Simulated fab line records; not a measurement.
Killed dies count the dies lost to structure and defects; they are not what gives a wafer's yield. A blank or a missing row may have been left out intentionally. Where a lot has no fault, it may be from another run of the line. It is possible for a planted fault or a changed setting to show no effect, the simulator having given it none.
Struck lot and sound lot, side by side | flow nand harc | 14 steps out of a route of 1302
Sound: wafers L763.1, L763.4, L763.6. Wafers L775.2, L775.4, L775.6 were the ones struck. The cause is named last.
Each step with rows lists, per side, the tool, then ch with its chambers, then its first start. Under that, the readings that differ: sound wafers | struck wafers | difference of the means | sigmas: that difference in standard deviations of wafers without a fault.
alike: same words and numbers on both sides, and readings whose means sit less than 2 such deviations apart. not compared: any withheld reading, any reading some wafer has no value for, any bound like >300 that may hide the same value, and any number with overlapping values for which the record gives no deviation.
Wherever a step has rows on one side only, a row that says differs or no value, or a row with sigmas, the two part there. When numbers do not overlap yet have no deviation, they are printed without sigmas and do not part them. A reading missing from all wafers of one side parts the sides only when that side holds two or more wafers.

first, 9 steps without rows for these wafers: NHARC_THIN_TSV_PVD_24 (deposits Al, target thk 800 nm); NHARC_THIN_TSV_DEHYDRATE_25 (time 120 s); NHARC_THIN_TSV_HMDS_26 (time 30 s); NHARC_THIN_TSV_COAT_27; NHARC_THIN_TSV_SOFTBAKE_28 (time 95 s); NHARC_THIN_TSV_EBR_29; NHARC_THIN_TSV_EXPOSE_30 (exposes mask PAD); NHARC_THIN_TSV_PEB_31 (peb time 85 s); NHARC_THIN_TSV_DEVELOP_32 (time 70 s).
NHARC_THIN_TSV_CD_MEAS_33: target cd 5000 nm.
  sound on cd sem-03 ch 0, day 25 03:52; struck on cd sem-01 ch 0, day 29 23:56
  alike: cd nm
then, 1 step without rows for these wafers: NHARC_THIN_TSV_HARDBAKE_34 (time 80 s).
NHARC_THIN_TSV_DESCUM_35: chemistry O2, time 3 s.
  sound on rie diel-13 ch 0,2, day 25 04:02; struck on rie diel-12 ch 1,2,3, day 30 00:07
  alike: drypump motor current A, oes product au, rf vpp V, showerhead plenum p Torr, throttle valve pct
  not compared: rf hours counter h
NHARC_THIN_TSV_ETCH_59: etches the open film in Cl2/BCl3, target depth 880 nm, time 138.1 s.
  sound on rie metal-02 ch 1, day 25 04:13; struck on rie metal-02 ch 0, day 30 00:17
  reading                     | sound             | struck            | difference | sigmas
  drypump motor current A (A) | 6.4 6.4 6.4       | 5.4 5.4 5.4       | -1.0       | -2
  oes product au (a.u.)       | 0.996 1.012 1.005 | 0.960 0.950 0.958 | -0.048     | -5
  alike: throttle valve pct
  not compared: rf hours counter h
NHARC_THIN_TSV_ETCH_36: etches the open film in Cl2/BCl3, target depth 65 nm, time 18.571 s.
  sound on rie metal-02 ch 0,1, day 25 04:26; struck on rie metal-02 ch 0, day 30 00:43
  alike: drypump motor current A, oes product au
  not compared: rf hours counter h

== WHERE THEY PART ==
NHARC_THIN_TSV_ETCH_59 only, going by this record. Later steps at which nothing parts them and some readings are alike: NHARC_THIN_TSV_ETCH_36.

WHY: what had been put in by the simulator
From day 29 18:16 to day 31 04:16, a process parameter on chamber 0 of rie metal-02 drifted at NHARC_THIN_TSV_ETCH_59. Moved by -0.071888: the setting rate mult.
